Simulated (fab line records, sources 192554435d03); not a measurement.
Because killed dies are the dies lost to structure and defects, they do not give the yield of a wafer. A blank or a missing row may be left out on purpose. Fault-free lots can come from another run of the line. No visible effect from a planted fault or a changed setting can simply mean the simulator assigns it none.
The tool behind it: which one? ; flow n5 finfet ; 24 lots with 72 wafers sampled at 6 steps, on a route of 1938 steps

== WHAT THE GAUGES SHOWED, per wafer ==
N5_BEOL_M4_CD_MEAS_11 targets a cd of 16.79 nm. Usual: cd nm 16.83 nm, standard deviation 0.23.
lot;measured;on;cd nm (nm);flag
L074;day 7 09:47;cd sem-01;16.78 17.00 16.74;
L075;day 7 10:26;cd sem-01;16.56 16.96 16.62;
L076;day 7 19:59;cd sem-03;16.20 16.86 16.86;
L077;day 8 05:44;cd sem-03;17.02 16.41 16.86;
L078;day 8 06:19;cd sem-01;16.97 16.45 16.80;
L079;day 8 17:38;cd sem-01;16.78 16.76 16.68;
L080;day 8 21:36;cd sem-02;16.96 16.39 17.13;
L081;day 9 10:07;cd sem-03;16.88 16.89 17.08;
L082;day 9 12:41;cd sem-01;17.12 16.71 16.77;
L084;day 9 15:38;cd sem-02;16.95 16.51 17.09;
L083;day 9 15:49;cd sem-01;17.18 17.21 16.65;
L085;day 10 02:40;cd sem-03;16.67 16.41 16.95;
L087;day 11 01:23;cd sem-02;16.63 17.37 17.09;
L086;day 11 02:38;cd sem-02;16.85 16.77 16.68;
L088;day 11 04:17;cd sem-02;16.97 16.73 16.47;
L089;day 11 20:23;cd sem-02;17.13 17.41 17.08;
L090;day 12 03:31;cd sem-02;16.52 17.11 16.81;
L091;day 12 03:49;cd sem-01;16.72 17.14 16.94;
L093;day 12 04:01;cd sem-02;16.52 16.98 16.91;
L092;day 12 07:01;cd sem-01;16.74 16.55 16.75;
L095;day 12 15:49;cd sem-02;16.47 16.50 16.47;
L094;day 13 02:16;cd sem-03;16.83 16.34 16.75;
L097;day 13 16:50;cd sem-01;16.77 16.98 16.77;
L096;day 13 22:34;cd sem-02;16.85 16.82 16.74;

== WHAT TOOL EACH LOT RAN ON (gives the tool, then ch and the chambers of the sampled wafers, and finally the start) ==
lot;N5_BEOL_M3_SPUTTER_48;N5_BEOL_M3_SPUTTER_92;N5_BEOL_M3_ANNEAL_93;N5_BEOL_M3_SPUTTER_94;N5_BEOL_M3_ANNEAL_51
L074;pvd sputter-01, day 7 05:02;pvd sputter-01, day 7 06:21;pvd sputter-01, day 7 06:26;pvd sputter-01, day 7 06:34;rtp anneal-02 ch 0, day 7 07:02
L075;pvd sputter-03, day 7 06:19;pvd sputter-03, day 7 07:38;pvd sputter-03, day 7 07:43;pvd sputter-03, day 7 07:52;rtp anneal-02 ch 0, day 7 08:17
L076;pvd sputter-01, day 7 15:40;pvd sputter-01, day 7 16:59;pvd sputter-01, day 7 17:04;pvd sputter-01, day 7 17:12;rtp anneal-02 ch 0, day 7 17:40
L077;pvd sputter-03, day 7 23:28;pvd sputter-03, day 8 00:47;pvd sputter-03, day 8 00:52;pvd sputter-03, day 8 01:00;rtp anneal-01 ch 0, day 8 01:28
L078;pvd sputter-03, day 8 01:18;pvd sputter-03, day 8 02:37;pvd sputter-03, day 8 02:42;pvd sputter-03, day 8 02:50;rtp anneal-01 ch 0, day 8 03:18
L079;pvd sputter-03, day 8 12:52;pvd sputter-03, day 8 14:11;pvd sputter-03, day 8 14:16;pvd sputter-03, day 8 14:25;rtp anneal-01 ch 0, day 8 14:50
L080;pvd sputter-02, day 8 18:08;pvd sputter-02, day 8 19:27;pvd sputter-02, day 8 19:32;pvd sputter-02, day 8 19:40;rtp anneal-02 ch 0, day 8 20:05
L081;pvd sputter-01, day 9 05:27;pvd sputter-01, day 9 06:46;pvd sputter-01, day 9 06:51;pvd sputter-01, day 9 06:59;rtp anneal-01 ch 0, day 9 08:22
L082;pvd sputter-03, day 9 06:28;pvd sputter-03, day 9 08:56;pvd sputter-03, day 9 09:01;pvd sputter-03, day 9 09:10;rtp anneal-01 ch 0, day 9 09:37
L084;pvd sputter-01, day 9 10:04;pvd sputter-01, day 9 11:23;pvd sputter-01, day 9 11:28;pvd sputter-01, day 9 11:36;rtp anneal-01 ch 0, day 9 12:07
L083;pvd sputter-03, day 9 10:18;pvd sputter-03, day 9 11:37;pvd sputter-03, day 9 11:42;pvd sputter-03, day 9 11:50;rtp anneal-02 ch 0, day 9 12:23
L085;pvd sputter-02, day 9 22:22;pvd sputter-02, day 9 23:41;pvd sputter-02, day 9 23:46;pvd sputter-02, day 9 23:55;rtp anneal-01 ch 0, day 10 00:31
L087;pvd sputter-02, day 10 18:16;pvd sputter-02, day 10 19:35;pvd sputter-02, day 10 19:40;pvd sputter-02, day 10 19:48;rtp anneal-01 ch 0, day 10 20:19
L086;pvd sputter-02, day 10 22:29;pvd sputter-02, day 10 23:48;pvd sputter-02, day 10 23:53;pvd sputter-02, day 11 00:01;rtp anneal-01 ch 0, day 11 00:26
L088;pvd sputter-02, day 11 00:19;pvd sputter-02, day 11 01:38;pvd sputter-02, day 11 01:43;pvd sputter-02, day 11 01:52;rtp anneal-01 ch 0, day 11 02:17
L089;pvd sputter-03, day 11 16:41;pvd sputter-03, day 11 18:00;pvd sputter-03, day 11 18:05;pvd sputter-03, day 11 18:13;rtp anneal-01 ch 0, day 11 18:41
L090;pvd sputter-01, day 11 16:59;pvd sputter-01, day 11 21:10;pvd sputter-01, day 11 21:16;pvd sputter-01, day 11 21:25;rtp anneal-01 ch 0, day 11 23:11
L091;pvd sputter-03, day 11 20:40;pvd sputter-03, day 11 21:59;pvd sputter-03, day 11 22:04;pvd sputter-03, day 11 22:12;rtp anneal-01 ch 0, day 11 23:59
L093;pvd sputter-01, day 11 22:52;pvd sputter-01, day 12 00:20;pvd sputter-01, day 12 00:26;pvd sputter-01, day 12 00:35;rtp anneal-02 ch 0, day 12 01:08
L092;pvd sputter-01, day 12 01:01;pvd sputter-01, day 12 02:30;pvd sputter-01, day 12 02:35;pvd sputter-01, day 12 02:45;rtp anneal-02 ch 0, day 12 03:13
L095;pvd sputter-03, day 12 12:19;pvd sputter-03, day 12 13:38;pvd sputter-03, day 12 13:43;pvd sputter-03, day 12 13:51;rtp anneal-01 ch 0, day 12 14:16
L094;pvd sputter-02, day 12 15:32;pvd sputter-02, day 12 16:51;pvd sputter-02, day 12 16:56;pvd sputter-02, day 12 17:04;rtp anneal-01 ch 0, day 12 17:34
L097;pvd sputter-03, day 13 12:44;pvd sputter-03, day 13 14:03;pvd sputter-03, day 13 14:08;pvd sputter-03, day 13 14:16;rtp anneal-02 ch 0, day 13 14:41
L096;pvd sputter-02, day 13 19:02;pvd sputter-02, day 13 20:22;pvd sputter-02, day 13 20:26;pvd sputter-02, day 13 20:35;rtp anneal-01 ch 0, day 13 20:59
- N5_BEOL_M3_SPUTTER_48: material Cu, target thk 4.5 nm, time 8.29 s.
- N5_BEOL_M3_SPUTTER_92: material Cu, target thk 4.5 nm, time 8.29 s.
- N5_BEOL_M3_ANNEAL_93: time 240 s.
- N5_BEOL_M3_SPUTTER_94: material Cu, target thk 4.5 nm, time 8.29 s.
- N5_BEOL_M3_ANNEAL_51: time 90 s.

== WHAT THE TOOLS THEMSELVES READ (means of the sampled wafers that have a number; where no wafer has one, the mark that the record gives instead) ==
N5_BEOL_M3_SPUTTER_48. Usual: chuck sensor temp C -16.0 C, standard deviation 0.49; throttle valve pct 30.1 %, standard deviation 0.76.
lot;tool;chuck sensor temp C (C);throttle valve pct (%);flag
L074;pvd sputter-01;-15.9;30.9;
L075;pvd sputter-03;-16.0;29.8;
L076;pvd sputter-01;-15.8;30.4;
L077;pvd sputter-03;-16.0;29.8;
L078;pvd sputter-03;-16.3;29.3;
L079;pvd sputter-03;-16.2;29.6;
L080;pvd sputter-02;-16.0;30.1;
L081;pvd sputter-01;-16.1;30.2;
L082;pvd sputter-03;-15.8;29.9;
L084;pvd sputter-01;-15.7;30.9;
L083;pvd sputter-03;-15.7;29.8;
L085;pvd sputter-02;-16.1;30.3;
L087;pvd sputter-02;-16.1;30.0;
L086;pvd sputter-02;-15.6;30.1;
L088;pvd sputter-02;-16.1;30.0;
L089;pvd sputter-03;-16.1;29.7;
L090;pvd sputter-01;-16.2;29.8;
L091;pvd sputter-03;-16.0;29.8;
L093;pvd sputter-01;-15.9;30.8;
L092;pvd sputter-01;-16.0;30.9;
L095;pvd sputter-03;-16.3;29.6;
L094;pvd sputter-02;-15.6;30.4;
L097;pvd sputter-03;-16.1;29.9;
L096;pvd sputter-02;-15.7;30.0;

N5_BEOL_M3_SPUTTER_92. Usual: chuck sensor temp C -16.0 C, standard deviation 0.51; throttle valve pct 30.1 %, standard deviation 0.76.
lot;tool;chuck sensor temp C (C);throttle valve pct (%);flag
L074;pvd sputter-01;-16.0;30.9;
L075;pvd sputter-03;-16.0;30.0;
L076;pvd sputter-01;-15.9;30.3;
L077;pvd sputter-03;-15.9;29.9;
L078;pvd sputter-03;-16.2;29.3;
L079;pvd sputter-03;-16.2;29.6;
L080;pvd sputter-02;-16.1;29.9;
L081;pvd sputter-01;-16.2;30.2;
L082;pvd sputter-03;-15.8;30.1;
L084;pvd sputter-01;-15.6;31.0;
L083;pvd sputter-03;-15.8;29.7;
L085;pvd sputter-02;-16.0;30.4;
L087;pvd sputter-02;-16.1;29.9;
L086;pvd sputter-02;-15.7;30.1;
L088;pvd sputter-02;-16.1;30.2;
L089;pvd sputter-03;-16.3;29.4;
L090;pvd sputter-01;-16.1;29.9;
L091;pvd sputter-03;-16.0;29.7;
L093;pvd sputter-01;-16.0;31.0;
L092;pvd sputter-01;-16.0;30.9;
L095;pvd sputter-03;-16.1;29.8;
L094;pvd sputter-02;-15.5;30.3;
L097;pvd sputter-03;-16.1;30.0;
L096;pvd sputter-02;-15.7;30.1;

N5_BEOL_M3_ANNEAL_93. Usual: heater power w 823 W, standard deviation 83.
lot;tool;heater power w (W);flag
L074;pvd sputter-01;745;
L075;pvd sputter-03;808;
L076;pvd sputter-01;746;
L077;pvd sputter-03;810;
L078;pvd sputter-03;854;
L079;pvd sputter-03;851;
L080;pvd sputter-02;863;
L081;pvd sputter-01;801;
L082;pvd sputter-03;810;
L084;pvd sputter-01;691;
L083;pvd sputter-03;826;
L085;pvd sputter-02;815;
L087;pvd sputter-02;863;
L086;pvd sputter-02;859;
L088;pvd sputter-02;867;
L089;pvd sputter-03;851;
L090;pvd sputter-01;793;
L091;pvd sputter-03;863;
L093;pvd sputter-01;748;
L092;pvd sputter-01;755;
L095;pvd sputter-03;853;
L094;pvd sputter-02;853;
L097;pvd sputter-03;869;
L096;pvd sputter-02;801;

N5_BEOL_M3_SPUTTER_94. Usual: chuck sensor temp C -16.0 C, standard deviation 0.51; throttle valve pct 30.0 %, standard deviation 0.75.
lot;tool;chuck sensor temp C (C);throttle valve pct (%);flag
L074;pvd sputter-01;-15.9;30.9;
L075;pvd sputter-03;-16.0;30.0;
L076;pvd sputter-01;-15.9;30.3;
L077;pvd sputter-03;-15.8;29.8;
L078;pvd sputter-03;-16.3;29.4;
L079;pvd sputter-03;-16.4;29.5;
L080;pvd sputter-02;-16.1;30.2;
L081;pvd sputter-01;-16.2;30.1;
L082;pvd sputter-03;-15.7;30.0;
L084;pvd sputter-01;-15.7;30.8;
L083;pvd sputter-03;-15.8;29.7;
L085;pvd sputter-02;-16.0;30.3;
L087;pvd sputter-02;-16.1;30.1;
L086;pvd sputter-02;-15.6;30.1;
L088;pvd sputter-02;-16.2;30.3;
L089;pvd sputter-03;-16.1;29.6;
L090;pvd sputter-01;-16.2;29.7;
L091;pvd sputter-03;-16.2;29.7;
L093;pvd sputter-01;-15.8;30.9;
L092;pvd sputter-01;-15.8;30.6;
L095;pvd sputter-03;-16.2;29.6;
L094;pvd sputter-02;-15.6;30.5;
L097;pvd sputter-03;-15.9;29.8;
L096;pvd sputter-02;-15.8;30.0;

N5_BEOL_M3_ANNEAL_51. Usual: anneal temp c max 225.9, standard deviation 0.48; wafer_temp_C_max 226.1, standard deviation 0.68.
lot;tool;anneal temp c max;wafer_temp_C_max;flag
L074;rtp anneal-02;226.3;227.1;
L075;rtp anneal-02;226.3;227.1;
L076;rtp anneal-02;226.2;227.1;
L077;rtp anneal-01;225.8;225.9;
L078;rtp anneal-01;225.5;225.6;
L079;rtp anneal-01;225.7;226.0;
L080;rtp anneal-02;226.8;227.4;
L081;rtp anneal-01;225.9;225.9;
L082;rtp anneal-01;225.6;225.8;
L084;rtp anneal-01;225.6;225.5;
L083;rtp anneal-02;227.0;226.7;
L085;rtp anneal-01;225.8;225.5;
L087;rtp anneal-01;225.5;225.6;
L086;rtp anneal-01;225.6;225.6;
L088;rtp anneal-01;225.6;225.9;
L089;rtp anneal-01;225.5;225.7;
L090;rtp anneal-01;225.6;225.9;
L091;rtp anneal-01;225.6;225.7;
L093;rtp anneal-02;226.4;227.2;
L092;rtp anneal-02;226.5;227.3;
L095;rtp anneal-01;225.3;225.8;
L094;rtp anneal-01;225.3;225.5;
L097;rtp anneal-02;226.7;227.3;
L096;rtp anneal-01;225.5;225.4;

== THE ANSWER, worked out from the rows above alone ==
Rule: a lot is off if the mean of its wafers that have a number lies more than 3 standard deviations from the usual mean. Also off: a lot with no number at a reading for which 4 or more lots have one. All remaining lots with rows at the step are treated as sound. Order of review: gauges by route order, followed by the tools' own readings, for which a lot's mean as printed above is used. The first step at which some lot is off is used, and at that step the reading that is off furthest; a lot without a number counts as furthest.
None of the lots is off at any reading shown; this tells nothing.

== WHAT HAD BEEN PUT IN BY THE SIMULATOR ==
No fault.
